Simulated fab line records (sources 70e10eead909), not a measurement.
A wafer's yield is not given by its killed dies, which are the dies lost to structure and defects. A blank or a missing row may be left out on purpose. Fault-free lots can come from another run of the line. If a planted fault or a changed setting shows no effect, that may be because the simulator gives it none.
Chamber matching + flow nand harc + rie diel-11 running NHARC_A_BLC_DESCUM_15: 4 sister chambers
The step chemistry O2, time 3 s. 24 wafers are shown with their chamber, then 12 later ones without.

== WAFERS WITH THEIR CHAMBER ==
| wafer  | chamber | drypump motor current A (A) | chamber pressure mTorr (mTorr) | oes product au (a.u.) |
|--------|---------|-----------------------------|--------------------------------|-----------------------|
| L435.2 | 0       | 5.5                         | 60.05                          | 0.998                 |
| L435.4 | 1       | 5.6                         | 59.95                          | 0.995                 |
| L435.5 | 1       | 5.6                         | 59.96                          | 1.004                 |
| L436.3 | 3       | 5.7                         | 59.92                          | 0.992                 |
| L436.4 | 1       | 5.7                         | 59.96                          | 1.003                 |
| L436.6 | 0       | 5.5                         | 60.03                          | 1.010                 |
| L437.2 | 2       | 4.7                         | 59.92                          | 1.002                 |
| L437.4 | 0       | 5.5                         | 60.08                          | 1.001                 |
| L437.5 | 2       | 4.6                         | 60.06                          | 0.995                 |
| L439.3 | 2       | 4.7                         | 60.01                          | 1.007                 |
| L439.4 | 3       | 5.7                         | 59.93                          | 1.000                 |
| L439.5 | 0       | 5.5                         | 59.98                          | 1.009                 |
| L438.1 | 2       | 4.7                         | 60.02                          | 1.016                 |
| L438.2 | 1       | 5.6                         | 59.92                          | 1.005                 |
| L438.4 | 0       | 5.5                         | 59.98                          | 1.004                 |
| L441.3 | 3       | 5.6                         | 59.93                          | 0.987                 |
| L441.4 | 0       | 5.5                         | 59.92                          | 0.993                 |
| L441.5 | 1       | 5.6                         | 60.01                          | 0.986                 |
| L442.2 | 1       | 5.6                         | 60.01                          | 1.004                 |
| L442.3 | 0       | 5.5                         | 59.98                          | 1.003                 |
| L442.6 | 0       | 5.5                         | 60.01                          | 0.994                 |
| L440.1 | 0       | 5.5                         | 59.93                          | 1.008                 |
| L440.5 | 2       | 4.7                         | 60.02                          | 0.998                 |
| L440.6 | 3       | 5.6                         | 59.99                          | 0.999                 |

SIGNATURES (averages over the wafers above)
| reading                 | chamber 0 | chamber 1 | chamber 2 | chamber 3 | scatter within a chamber |
|-------------------------|-----------|-----------|-----------|-----------|--------------------------|
| drypump motor current A | 5.500     | 5.617     | 4.680     | 5.650     | 0.0363                   |
| chamber pressure mTorr  | 59.9956   | 59.9683   | 60.0060   | 59.9425   | 0.046                    |
| oes product au          | 1.00222   | 0.99950   | 1.00360   | 0.99450   | 0.00703                  |
Rule: a wafer's distance from a chamber is the root of the sum, over the readings, of the square of ((its reading less the chamber's mean) divided by the reading's scatter). The wafer belongs to the nearest chamber; if the next one is less than 2 further off, it can't be placed. How the scatter is found: for the shown wafers, subtract from each reading the mean of its chamber, square and add these, divide the total by (wafers less chambers), then take the root.

== WAFERS MISSING THEIR CHAMBER ==
| wafer  | drypump motor current A (A) | chamber pressure mTorr (mTorr) | oes product au (a.u.) |
|--------|-----------------------------|--------------------------------|-----------------------|
| L449.1 | 4.7                         | 60.12                          | 1.003                 |
| L449.4 | 5.6                         | 59.99                          | 1.005                 |
| L449.5 | 5.6                         | 59.90                          | 1.010                 |
| L450.1 | 5.5                         | 59.92                          | 1.002                 |
| L450.2 | 5.6                         | 60.09                          | 0.997                 |
| L450.4 | 4.7                         | 59.95                          | 1.000                 |
| L455.1 | 4.7                         | 59.99                          | 1.007                 |
| L455.5 | 5.5                         | 59.99                          | 0.996                 |
| L455.6 | 5.6                         | 60.05                          | 1.005                 |
| L456.1 | 4.7                         | 60.09                          | 1.001                 |
| L456.4 | 5.5                         | 59.97                          | 0.998                 |
| L456.5 | 4.7                         | 59.99                          | 1.007                 |

== WHICH CHAMBER EACH ONE RAN IN ==
| wafer  | from the rows above          | in truth |
|--------|------------------------------|----------|
| L449.1 | 2                            | 2        |
| L449.4 | can't be placed: 1 or 3 or 0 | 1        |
| L449.5 | can't be placed: 1 or 3 or 0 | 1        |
| L450.1 | can't be placed: 0 or 1      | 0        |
| L450.2 | can't be placed: 1 or 3 or 0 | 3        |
| L450.4 | 2                            | 2        |
| L455.1 | 2                            | 2        |
| L455.5 | 0                            | 0        |
| L455.6 | can't be placed: 1 or 0 or 3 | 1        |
| L456.1 | 2                            | 2        |
| L456.4 | 0                            | 0        |
| L456.5 | 2                            | 2        |
Placed correctly: 7 of 12. Unplaceable from these rows: 5, with the true chamber sitting among the candidates in 5. Wrongly placed: 0.
